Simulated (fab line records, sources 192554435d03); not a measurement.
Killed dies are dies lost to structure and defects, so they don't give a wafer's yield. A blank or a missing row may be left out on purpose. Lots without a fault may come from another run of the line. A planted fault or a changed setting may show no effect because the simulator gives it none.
fab line records | flow n5_finfet
record lots=6 wafers=18 last_day=17
route steps=1938 shown DUMMY_REMOVAL@383 HKMG_FIN@385 BEOL_M4@1111 PASSIVATION@1936
lots that met no fault: from a run of the same line without faults
start_h: hours from the record's first day to the start of the lot's first wafer shown | wait_h: hours since the lot's step before | " the same as in the row above | L1.1+2: a row that stands for several wafers | - no value, or no start given | * or withheld: withheld | < > ~ a bound
route shown NAME@n: a module of which the file shows steps, and the number in the route of the first | usual: mean/standard deviation of fault-free wafers | same: alike in all rows | chamber/n: place in a boat | sites: the reading at each site | _std_site: their standard deviation | _edge_site: outer sites' mean less inner sites' | radius_mm: how far each site lies from the wafer's centre | mask NAME#n: copy n | behind: the tool/chamber that last shaped the wafer | hold: why the lot was held/for how many hours/how that ended | device: the transistor (n, p or np) that didn't switch | end of line: the same wafers' tests at the end of the route | a step without rows: its recipe alone | killed: dies lost to structure and defects at the first sort, not the wafer's yield | map: a wafer's dies, x killed, . not, _ none there
set.NAME: the setting as run; set.NAME@STEP: as run at that earlier step | model.NAME: the simulator's own value behind a step, which no gauge read
lots at some steps of the route; a table a step, a row a wafer
services: from which hour (start_h, from the record's first day; less than 0 if before it) a tool's chamber was out of use, for how many hours, and why
## steps
# step N5_DUMMY_REMOVAL_PRECLEAN_04
# recipe chemistry=DHF time_s=37 temp_c=25 dilution=500:1
# step N5_DUMMY_REMOVAL_SRD_05
# recipe dry=ipa_marangoni do_ppb=5 time_s=30 temp_c=23 rinse_liquid=diw
# step N5_HKMG_FIN_IL_REGROW_00
# recipe material=SiO2 target_thk_a=7.5 chemistry=O3 temp_c=withheld time_s=30
# step N5_HKMG_FIN_HK_ALD_01
# recipe material=HfO2 target_thk_a=16 temp_c=withheld ald_precursor_family=HfCl4 ald_co_reactant=H2O pulse_time_s=3 purge_time_s=3 co_reactant_purge_time_s=2.5 co_reactant_pulse_time_s=0.3 ald_cycles=30
# usual precursor_pulse_height_rel=1.002/0.018
# same pulse_time_s=3 purge_time_s=3
# columns lot.wafer tool chamber start_h wait_h precursor_pulse_height_rel
L251.2 ald_hk-01 3 70.83 0.0 1.003
L251.3 " 1 " " 0.982
L251.5 " 2 " " 0.986
L254.1 ald_hk-03 1 86.45 0.0 1.019
L254.5 " 1 " " 1.011
L254.6 " 2 " " 0.962
L258.2 ald_hk-02 1 114.69 0.0 0.998
L258.3 " 2 " " 0.988
L258.4 " 0 " " 1.018
L262.1 ald_hk-01 2 137.87 0.0 1.001
L262.4 " 1 " " 1.005
L262.5 " 1 " " 1.005
L270.2 ald_hk-03 2 186.81 0.0 1.003
L270.5 " 2 " " 1.012
L270.6 " 3 " " 1.000
L273.2 ald_hk-02 0 202.10 0.0 1.006
L273.3 " 3 " " 1.026
L273.6 " 0 " " 1.012
# step N5_HKMG_FIN_HK_ANNEAL_02
# recipe temp_c=700 time_s=30 ambient=N2 idle_temp_c=600 ramp_up_c_per_s=150 ramp_down_c_per_s=60 cool_to_c=600
# usual lamp_power_pct=8.80/0.054 wafer_temp_C_max=702.9/0.64
# columns lot.wafer tool chamber start_h wait_h lamp_power_pct wafer_temp_C_max
L251.2 rtp_anneal-01 0 71.05 0.1 8.78 702.4
L251.3 " 0 " " 8.74 703.5
L251.5 " 0 " " 8.87 702.8
L254.1 rtp_anneal-01 0 86.64 0.1 8.85 702.5
L254.5 " 0 " " 8.73 703.2
L254.6 " 0 " " 8.83 702.2
L258.2 rtp_anneal-02 0 114.92 0.2 8.82 703.4
L258.3 " 0 " " 8.87 702.4
L258.4 " 0 " " 8.84 702.5
L262.1 rtp_anneal-01 0 138.09 0.1 8.88 703.8
L262.4 " 0 " " 8.73 702.5
L262.5 " 0 " " 8.84 702.4
L270.2 rtp_anneal-02 0 187.03 0.1 8.89 703.6
L270.5 " 0 " " 8.91 702.8
L270.6 " 0 " " 8.76 702.9
L273.2 rtp_anneal-01 0 202.32 0.1 8.84 703.5
L273.3 " 0 " " 8.77 703.2
L273.6 " 0 " " 8.82 702.6
# step N5_HKMG_FIN_ALD_74
# recipe material=La2O3 target_thk_a=5 temp_c=250 ald_precursor_family=La-Cp ald_co_reactant=O3 pulse_time_s=6 co_reactant_pulse_time_s=1 purge_time_s=3 co_reactant_purge_time_s=3
# usual heater_power_w=365/26 precursor_pulse_height_rel=0.999/0.019 susceptor_temp_C=250.00/0.17
# same pulse_time_s=6 purge_time_s=3
# columns lot.wafer tool chamber start_h wait_h heater_power_w precursor_pulse_height_rel susceptor_temp_C
L251.2 ald_hk-03 3 71.23 0.2 386 0.981 249.95
L251.3 " 2 " " 374 0.983 250.03
L251.5 " 2 " " 372 0.998 250.08
L254.1 ald_hk-02 3 86.85 0.2 393 0.971 250.06
L254.5 " 3 " " 399 1.003 249.95
L254.6 " 0 " " 328 0.999 249.85
L258.2 ald_hk-01 2 115.11 0.2 392 0.998 250.02
L258.3 " 3 " " 384 0.991 249.67
L258.4 " 1 " " 362 1.001 249.87
L262.1 ald_hk-02 3 138.30 0.2 400 1.052 250.01
L262.4 " 1 " " 416 0.963 250.03
L262.5 " 3 " " 405 0.996 249.86
L270.2 ald_hk-01 1 187.21 0.2 366 0.994 249.82
L270.5 " 0 " " 335 1.000 249.84
L270.6 " 3 " " 383 0.997 250.11
L273.2 ald_hk-03 3 202.50 0.2 388 0.998 249.86
L273.3 " 1 " " 330 0.975 250.27
L273.6 " 3 " " 391 0.967 250.04
# step N5_HKMG_FIN_ALD_75
# recipe material=Al2O3 target_thk_a=10 temp_c=150 ald_precursor_family=TMA ald_co_reactant=H2O pulse_time_s=withheld co_reactant_pulse_time_s=1
# usual heater_power_w=158/11 precursor_pulse_height_rel=1.000/0.019 susceptor_temp_C=150.01/0.16
# columns lot.wafer tool chamber start_h wait_h heater_power_w precursor_pulse_height_rel susceptor_temp_C
L251.2 ald_hk-03 3 71.31 0.0 164 1.007 150.18
L251.3 " 2 " " 167 0.995 150.29
L251.5 " 2 " " 164 1.032 149.99
L254.1 ald_hk-02 3 86.93 0.0 171 0.976 150.14
L254.5 " 3 " " 169 0.993 150.26
L254.6 " 0 " " 144 0.982 150.21
L258.2 ald_hk-01 2 115.18 0.0 170 1.024 150.12
L258.3 " 3 " " 167 0.992 149.71
L258.4 " 1 " " 154 1.017 150.26
L262.1 ald_hk-02 3 138.38 0.0 171 1.032 150.05
L262.4 " 1 " " 169 1.047 149.98
L262.5 " 3 " " 174 0.970 149.98
L270.2 ald_hk-01 1 187.37 0.1 155 0.958 150.07
L270.5 " 0 " " 145 1.006 149.93
L270.6 " 3 " " 166 1.019 149.93
L273.2 ald_hk-03 3 202.58 0.0 167 1.005 149.87
L273.3 " 1 " " 139 0.973 149.99
L273.6 " 3 " " 169 1.018 150.24
# step N5_HKMG_FIN_COAT_41
# recipe resist=SOC temp_c=250 time_s=60 spin_rpm=1500 resist_thk_nm=300
# step N5_HKMG_FIN_COAT_42
# recipe resist=SiARC temp_c=220 time_s=60 spin_rpm=1500 resist_thk_nm=35
# step N5_HKMG_FIN_COAT_43
# recipe resist=CAR-ArF spin_rpm=1500 resist_thk_nm=90
# step N5_HKMG_FIN_EBR_45
# recipe solvent=PGMEA ebr_width_mm=1.5
# step N5_HKMG_FIN_SOFTBAKE_44
# recipe temp_c=110 time_s=60 resist=CAR-ArF
# step N5_HKMG_FIN_EXPOSE_46
# recipe mask_id=NDIPOLE na=1.35 source_shape=conventional sigma_outer=0.8 polarization=unpolarized dose_mj=40
# usual exposure_dose_mJ_cm2=39.98/0.038
# columns lot.wafer tool chamber start_h wait_h mask exposure_dose_mJ_cm2
L251.2 arfi_scanner-03 0 71.66 - NDIPOLE#0 40.00
L251.3 " 0 " " NDIPOLE#0 40.00
L251.5 " 0 " " NDIPOLE#0 39.97
L254.1 arfi_scanner-03 0 87.27 - NDIPOLE#0 39.99
L254.5 " 0 " " NDIPOLE#0 39.96
L254.6 " 0 " " NDIPOLE#0 39.92
L258.2 arfi_scanner-03 0 115.53 - NDIPOLE#0 39.96
L258.3 " 0 " " NDIPOLE#0 40.02
L258.4 " 0 " " NDIPOLE#0 40.02
L262.1 arfi_scanner-02 0 138.72 - NDIPOLE#0 39.99
L262.4 " 0 " " NDIPOLE#0 39.96
L262.5 " 0 " " NDIPOLE#0 39.96
L270.2 arfi_scanner-03 0 187.66 - NDIPOLE#0 45.23
L270.5 " 0 " " NDIPOLE#0 45.20
L270.6 " 0 " " NDIPOLE#0 45.17
L273.2 arfi_scanner-03 0 202.92 - NDIPOLE#0 44.15
L273.3 " 0 " " NDIPOLE#0 44.10
L273.6 " 0 " " NDIPOLE#0 44.10
# step N5_HKMG_FIN_PEB_47
# recipe peb_temp_c=withheld peb_time_s=60 resist=CAR-ArF
# step N5_HKMG_FIN_DEVELOP_48
# recipe develop_time_s=30 developer=TMAH resist=CAR-ArF rinse_liquid=diw dry=air_spin dev_temp_c=23
# step N5_HKMG_FIN_CD_MEAS_49
# recipe target_cd_nm=202 landing_energy_ev=500 detector=se_inlens polarity=opening
# usual cd_nm=202.1/0.86
# columns lot.wafer tool chamber start_h wait_h cd_nm
L251.2 cd_sem-01 0 71.78 - 201.0
L251.3 " 0 " " 200.4
L251.5 " 0 " " 201.0
L254.1 cd_sem-01 0 87.40 - 202.5
L254.5 " 0 " " 201.1
L254.6 " 0 " " 201.8
L258.2 cd_sem-02 0 115.65 - 200.5
L258.3 " 0 " " 201.5
L258.4 " 0 " " 202.6
L262.1 cd_sem-02 0 138.84 - 203.1
L262.4 " 0 " " 201.7
L262.5 " 0 " " 202.9
L270.2 cd_sem-02 0 187.78 - 208.9
L270.5 " 0 " " 209.0
L270.6 " 0 " " 208.6
L273.2 cd_sem-01 0 203.04 - 209.3
L273.3 " 0 " " 210.0
L273.6 " 0 " " 209.4
# step N5_HKMG_FIN_OVL_MEAS_50
# recipe points_per_wafer=44
# usual NDIPOLE_OVL=-0.1/0.84
# columns lot.wafer tool chamber start_h wait_h NDIPOLE_OVL[nm]
L251.2 overlay-01 0 71.81 0.0 -0.8
L251.3 " 0 " " -0.5
L251.5 " 0 " " -0.2
L254.1 overlay-02 0 87.43 0.0 -0.9
L254.5 " 0 " " -0.3
L254.6 " 0 " " -0.5
L258.2 overlay-01 0 115.68 0.0 1.4
L258.3 " 0 " " 0.7
L258.4 " 0 " " 0.6
L262.1 overlay-02 0 138.87 0.0 0.5
L262.4 " 0 " " 1.6
L262.5 " 0 " " 1.0
L270.2 overlay-02 0 187.81 0.0 0.6
L270.5 " 0 " " -0.1
L270.6 " 0 " " 0.5
L273.2 overlay-02 0 203.07 0.0 -0.5
L273.3 " 0 " " -1.1
L273.6 " 0 " " 0.0
# step N5_BEOL_M4_RC_MEAS_101
# usual DIBL_N=36.8/1.5 DIBL_P=37.1/2.1 IOFF_N=0.168/0.03 IOFF_P=0.22/0.034 ION_N=679/12 ION_P=466/8 SS_N=71.7/0.58 SS_P=73.5/0.67 VT_N=248.8/2.7 VT_P=-250/3.3
# columns lot.wafer tool chamber start_h wait_h DIBL_N[mV/V] DIBL_P[mV/V] IOFF_N[nA/um] IOFF_P[nA/um] ION_N[uA/um] ION_P[uA/um] SS_N[mV/dec] SS_P[mV/dec] VT_N[mV] VT_P[mV]
L251.2 prober-02 0 156.34 0.2 39.0 41.5 0.232 0.27 691 472 72.5 74.0 243.9 -248
L251.3 " 0 " " 35.3 36.0 0.143 0.18 669 458 71.6 72.6 251.6 -250
L251.5 " 0 " " 37.3 38.1 0.174 0.21 676 461 71.7 73.1 246.4 -250
L254.1 prober-02 0 181.77 0.0 35.9 35.9 0.152 0.22 681 470 71.1 73.0 248.6 -248
L254.5 " 0 " " 36.3 36.4 0.153 0.24 696 480 71.0 72.7 249.3 -249
L254.6 " 0 " " 37.1 37.0 0.163 0.26 684 477 70.8 74.2 250.1 -245
L258.2 prober-02 0 207.43 0.2 38.0 37.7 0.178 0.25 686 479 71.1 74.2 246.7 -245
L258.3 " 0 " " 37.3 36.0 0.170 0.22 692 480 71.5 72.9 248.6 -249
L258.4 " 0 " " 37.8 36.7 0.154 0.22 683 466 71.7 73.6 250.6 -246
L262.1 prober-01 0 237.24 0.0 36.7 34.8 0.153 0.19 673 458 71.5 73.8 249.5 -255
L262.4 " 0 " " 34.9 34.6 0.138 0.19 665 457 70.9 73.4 250.2 -254
L262.5 " 0 " " 35.7 34.3 0.158 0.18 678 457 71.0 73.2 247.7 -254
L270.2 prober-01 0 275.85 0.2 36.1 37.2 0.151 0.21 676 466 72.6 73.5 248.1 -250
L270.5 " 0 " " 36.1 38.0 0.150 0.22 677 468 71.6 73.7 248.9 -249
L270.6 " 0 " " 35.6 36.2 0.142 0.19 675 464 71.1 73.2 249.6 -252
L273.2 prober-02 0 296.74 0.2 38.0 37.6 0.201 0.27 688 467 72.2 73.3 247.5 -246
L273.3 " 0 " " 34.4 33.6 0.137 0.19 673 464 71.1 72.2 249.0 -251
L273.6 " 0 " " 37.1 36.5 0.189 0.25 692 475 71.8 73.0 245.8 -245
# step N5_PASSIVATION_PROBE_49
# usual defect_limited_yield=91.0/1.5 killed_at_M0_to_M3=34/11 killed_at_M4_up=14/5.3 killed_at_contacts=13/7 killed_at_front_end=41/13 killed_at_other=4/3.1 killed_dies=106/17 killed_open=70/12 killed_short=35/8 sort_bin_4_leakage=0.00/0.007 sort_bin_5_function=5.2/0.98 sort_bin_6_memory=3.4/0.69 sort_n_pass=1074/17 sort_yield_pct=91.0/1.5
# same gross_dies=1180 killed_at_back_side=0 sort_bin_8_speed[%]=0
# columns lot.wafer tool chamber start_h wait_h defect_limited_yield[%] killed_at_M0_to_M3 killed_at_M4_up killed_at_contacts killed_at_front_end killed_at_other killed_dies killed_open killed_short sort_bin_4_leakage[%] sort_bin_5_function[%] sort_bin_6_memory[%] sort_n_pass sort_yield_pct[%]
L251.2 prober-02 - 258.43 0.1 90.9 16 16 19 49 7 107 68 37 0.08 5.5 3.2 1072 90.8
L251.3 prober-02 - 258.48 0.1 92.8 28 8 7 35 7 85 56 28 0 4.2 2.5 1095 92.8
L251.5 prober-02 - 258.58 0.2 90.9 30 11 16 49 1 107 74 33 0 5.7 3.1 1073 90.9
L254.1 prober-01 - 288.70 0.0 92.7 25 16 4 35 6 86 59 24 0 4.5 2.6 1094 92.7
L254.5 prober-01 - 288.90 0.2 93.2 29 22 4 24 1 80 46 29 0 3.6 2.7 1100 93.2
L254.6 prober-01 - 288.95 0.3 91.8 31 17 5 42 2 97 68 28 0 4.9 3.1 1083 91.8
L258.2 prober-02 - 301.99 0.1 90.3 36 23 16 33 6 114 80 34 0 5.5 3.7 1066 90.3
L258.3 prober-02 - 302.04 0.1 91.7 33 15 10 37 3 98 60 38 0 5.0 3.1 1082 91.7
L258.4 prober-02 - 302.09 0.2 90.7 32 18 21 35 4 110 71 39 0 5.3 3.6 1070 90.7
L262.1 prober-02 - 339.59 0.0 91.4 15 13 15 55 4 102 58 39 0 4.8 3.1 1078 91.4
L262.4 prober-02 - 339.74 0.2 90.6 19 10 10 62 10 111 77 33 0 5.9 3.3 1069 90.6
L262.5 prober-02 - 339.79 0.2 91.4 26 5 15 52 3 101 63 37 0 5.4 2.5 1079 91.4
L270.2 prober-02 - 381.02 0.1 91.9 27 10 27 27 4 95 68 27 0 5.0 2.8 1085 91.9
L270.5 prober-02 - 381.17 0.2 91.6 22 9 21 44 3 99 65 34 0 4.6 3.5 1081 91.6
L270.6 prober-02 - 381.22 0.3 92.0 26 9 22 34 3 94 61 33 0 5.0 2.5 1086 92.0
L273.2 prober-02 - 404.85 0.1 90.1 51 12 19 35 0 117 81 34 0 6.4 3.1 1063 90.1
L273.3 prober-02 - 404.90 0.1 88.6 71 9 19 36 0 135 95 38 0 6.8 4.3 1045 88.6
L273.6 prober-02 - 405.05 0.3 90.6 56 10 11 31 3 111 68 42 0 5.3 3.8 1069 90.6
# killed by level:class
L251.2 MOL_CONTACT_COAG:geometric_particle:open=16 FIN_SAQP:geometric_particle:open=11 DUMMY_GATE:geometric_particle:open=11 BEOL_M4:geometric_particle:open=9 FIN_SAQP:geometric_particle:short=7 BEOL_M0_SAQP:geometric_particle:short=6 ILD0:geometric_particle:open=4 GATE_CUT:geometric_particle:open=4
L251.3 FIN_SAQP:geometric_particle:short=8 BEOL_M3:geometric_particle:open=8 DUMMY_GATE:geometric_particle:open=7 BEOL_M0_SAQP:geometric_particle:open=6 BEOL_M2:geometric_particle:open=6 BEOL_M4:geometric_particle:open=6 FIN_SAQP:geometric_particle:open=5 MOL_CONTACT_COAG:geometric_particle:open=5
L251.5 MOL_CONTACT_COAG:geometric_particle:open=14 DUMMY_GATE:geometric_particle:open=12 FIN_SAQP:geometric_particle:open=10 BEOL_M0_SAQP:geometric_particle:short=7 BEOL_M2:geometric_particle:open=7 FIN_SAQP:geometric_particle:short=5 STI_FIN_REVEAL:geometric_particle:open=5 BEOL_M0_SAQP:geometric_particle:open=5
L254.1 BEOL_M4:geometric_particle:open=8 GATE_CUT:geometric_particle:short=6 FIN_SAQP:geometric_particle:short=5 BEOL_M3:geometric_particle:open=5 STI_FIN_REVEAL:geometric_particle:open=5 GATE_CUT:geometric_particle:open=5 BEOL_M0_SAQP:geometric_particle:open=5 STARTING-WAFER:geometric_particle:open=5
L254.5 BEOL_M4:geometric_particle:open=12 BEOL_M0_SAQP:geometric_particle:open=8 BEOL_M3:geometric_particle:open=7 BEOL_M0_SAQP:geometric_particle:short=6 STARTING-WAFER:geometric_particle:open=4 FIN_SAQP:geometric_particle:short=3 GATE_CUT:geometric_particle:short=3 BEOL_M1:geometric_particle:short=3
L254.6 STI_FIN_REVEAL:geometric_particle:open=8 FIN_SAQP:geometric_particle:short=6 DUMMY_GATE:geometric_particle:open=6 BEOL_M0_SAQP:geometric_particle:open=6 BEOL_M1:geometric_particle:open=6 BEOL_M4:geometric_particle:open=6 BEOL_M3:geometric_particle:open=5 BEOL_M2:geometric_particle:open=4
L258.2 STI_FIN_REVEAL:geometric_particle:open=12 MOL_CONTACT_COAG:geometric_particle:open=12 BEOL_M3:geometric_particle:open=7 BEOL_M4:geometric_particle:open=7 BEOL_M4:geometric_particle:short=7 FIN_SAQP:geometric_particle:open=6 BEOL_M0_SAQP:geometric_particle:short=6 BEOL_M1:geometric_particle:open=6
L258.3 MOL_CONTACT_COAG:geometric_particle:open=9 BEOL_M2:geometric_particle:open=9 STI_FIN_REVEAL:geometric_particle:open=8 BEOL_M0_SAQP:geometric_particle:short=8 FIN_SAQP:geometric_particle:short=7 BEOL_M3:geometric_particle:open=6 GATE_CUT:geometric_particle:short=5 BEOL_M4:geometric_particle:open=5
L258.4 MOL_CONTACT_COAG:geometric_particle:open=18 BEOL_M4:geometric_particle:open=8 FIN_SAQP:geometric_particle:short=7 STI_FIN_REVEAL:geometric_particle:open=7 BEOL_M0_SAQP:geometric_particle:short=7 BEOL_M2:geometric_particle:open=7 FIN_SAQP:geometric_particle:open=5 GATE_CUT:geometric_particle:short=5
L262.1 STI_FIN_REVEAL:geometric_particle:open=22 FIN_SAQP:geometric_particle:short=12 MOL_CONTACT_COAG:geometric_particle:open=11 STI_FIN_REVEAL:geometric_particle:short=7 BEOL_M0_SAQP:geometric_particle:short=6 FIN_SAQP:geometric_particle:open=5 MOL_CONTACT_COAG:geometric_particle:short=4 BEOL_M4:geometric_particle:open=4
L262.4 STI_FIN_REVEAL:geometric_particle:open=22 FIN_SAQP:geometric_particle:short=11 FIN_SAQP:geometric_particle:open=8 MOL_CONTACT_COAG:geometric_particle:open=7 BEOL_M0_SAQP:geometric_particle:short=6 GATE_CUT:geometric_particle:open=5 BEOL_M4:geometric_particle:open=5 MIM_TOP:geometric_particle:short=4
L262.5 STI_FIN_REVEAL:geometric_particle:open=15 FIN_SAQP:geometric_particle:open=12 MOL_CONTACT_COAG:geometric_particle:open=10 FIN_SAQP:geometric_particle:short=8 BEOL_M0_SAQP:geometric_particle:open=6 MOL_CONTACT_COAG:geometric_particle:short=5 BEOL_M0_SAQP:geometric_particle:short=5 BEOL_M0:geometric_particle:short=4
L270.2 MOL_CONTACT_COAG:geometric_particle:open=22 BEOL_M0_SAQP:geometric_particle:open=9 FIN_SAQP:geometric_particle:short=7 FIN_SAQP:geometric_particle:open=7 BEOL_M1:geometric_particle:open=7 BEOL_M4:geometric_particle:open=7 MOL_CONTACT_COAG:geometric_particle:short=5 BEOL_M1:geometric_particle:short=3
L270.5 MOL_CONTACT_COAG:geometric_particle:open=15 FIN_SAQP:geometric_particle:open=12 STI_FIN_REVEAL:geometric_particle:open=12 BEOL_M0_SAQP:geometric_particle:short=7 BEOL_M4:geometric_particle:open=6 MOL_CONTACT_COAG:geometric_particle:short=6 BEOL_M1:geometric_particle:open=5 STARTING-WAFER:geometric_particle:short=5
L270.6 MOL_CONTACT_COAG:geometric_particle:open=18 FIN_SAQP:geometric_particle:open=9 BEOL_M1:geometric_particle:open=8 FIN_SAQP:geometric_particle:short=6 BEOL_M0_SAQP:geometric_particle:short=6 STARTING-WAFER:geometric_particle:open=6 MOL_CONTACT_COAG:geometric_particle:short=4 BEOL_M0_SAQP:geometric_particle:open=4
L273.2 MOL_CONTACT_COAG:geometric_particle:open=15 BEOL_M0_SAQP:geometric_particle:open=13 FIN_SAQP:geometric_particle:open=11 BEOL_M2:geometric_particle:open=11 BEOL_M0_SAQP:geometric_particle:short=7 BEOL_M1:geometric_particle:open=7 BEOL_M4:geometric_particle:open=6 STARTING-WAFER:geometric_particle:short=6
L273.3 BEOL_M2:geometric_particle:open=22 MOL_CONTACT_COAG:geometric_particle:open=14 BEOL_M1:geometric_particle:open=12 BEOL_M0_SAQP:geometric_particle:short=12 FIN_SAQP:geometric_particle:open=11 BEOL_M0_SAQP:geometric_particle:open=11 DUMMY_GATE:geometric_particle:open=9 MOL_CONTACT_COAG:geometric_particle:short=5
L273.6 FIN_SAQP:geometric_particle:open=17 BEOL_M0_SAQP:geometric_particle:short=15 BEOL_M2:geometric_particle:open=12 BEOL_M0_SAQP:geometric_particle:open=10 FIN_SAQP:geometric_particle:short=10 MOL_CONTACT_COAG:geometric_particle:open=7 BEOL_M4:geometric_particle:open=6 BEOL_M1:geometric_particle:open=6
## services
# columns tool chamber start_h hours kind
arfi_scanner-02 - 63.34 1.3 pm
ald_hk-02 - 78.23 0.5 repair
arfi_scanner-03 - 80.68 0.8 pm
rtp_anneal-01 - 81.37 3.6 pm
arfi_scanner-02 - 86.80 1.0 pm
arfi_scanner-02 - 89.42 0.8 repair
arfi_scanner-03 - 92.77 1.3 pm
arfi_scanner-02 - 132.03 0.5 repair
arfi_scanner-02 - 137.68 0.8 pm
arfi_scanner-02 0 145.35 - calibration
arfi_scanner-03 - 155.58 1.0 pm
arfi_scanner-02 - 173.26 21.0 pm
arfi_scanner-02 - 194.26 1.3 pm
arfi_scanner-02 - 198.23 0.2 repair
## key
first_sign step=N5_HKMG_FIN_EXPOSE_46 reading=exposure_dose_mJ_cm2 direction=up sigmas=99+ usual=39.98 struck=44.66
effect step=N5_HKMG_FIN_CD_MEAS_49 reading=cd_nm direction=up sigmas=8.3 usual=202.1 struck=209.2 through=control_loop
met_at N5_HKMG_FIN_EXPOSE_46
struck_wafers L270.2,L270.5,L270.6,L273.2,L273.3,L273.6
loop_trim step=N5_HKMG_FIN_EXPOSE_46 setting=dose lots=L273
onset_between 115.53 187.66
fault kind=process_parameter_drift tool=arfi_scanner-03 chamber=- onset_h=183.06 steps=N5_HKMG_FIN_EXPOSE_46 channel=dose_mj offset=5.2324 shape=step acts_in=these_recipes_only stated=40
# loop_trim: a control loop set the setting to another value than it would have without faults
